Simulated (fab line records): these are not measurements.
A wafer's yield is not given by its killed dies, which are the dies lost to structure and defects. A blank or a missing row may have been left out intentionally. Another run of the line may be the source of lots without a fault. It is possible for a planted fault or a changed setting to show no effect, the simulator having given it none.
Chamber matching    flow nand harc    NHARC_P_ZERO_WELL_ETCH_63 on rie si-02: 4 sister chambers
The step etches the open film in HBr/Cl2, target depth 120 nm, time 40.1 s. 4 wafers are shown with their chamber, then 9 later ones without.

WAFERS, EACH WITH ITS CHAMBER
wafer   chamber  drypump motor current A (A)
L086.2  1        6.2
L088.1  2        6.5
L088.4  0        6.2
L088.6  3        5.3

WAFERS WHOSE CHAMBER IS MISSING
wafer   drypump motor current A (A)
L091.4  5.3
L091.5  5.4
L091.6  6.5
L092.2  6.2
L092.3  6.5
L092.5  6.2
L095.1  6.5
L095.3  5.3
L095.6  6.2

WHICH CHAMBER EACH WENT THROUGH
wafer   from the rows above      in truth
L091.4  3                        3
L091.5  3                        3
L091.6  2                        2
L092.2  can't be placed: 0 or 1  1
L092.3  2                        2
L092.5  can't be placed: 0 or 1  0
L095.1  2                        2
L095.3  3                        3
L095.6  can't be placed: 0 or 1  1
6 of 9 placed correctly. Not placeable from these rows: 3 (in 3, the candidates include the true chamber). Number placed wrongly: 0.
How it was worked out, from the rows above alone: a wafer's distance from a chamber is the root of the sum, over the readings, of the square of ((its reading less the chamber's mean) divided by the reading's scatter). The wafer belongs to the nearest chamber; if the next one is less than 2 further off, it can't be placed. For every chamber, the mean is computed from those of its wafers that are shown. The scatter: root of mean squared gap, hidden wafer to nearest shown wafer, with one shown wafer a chamber.
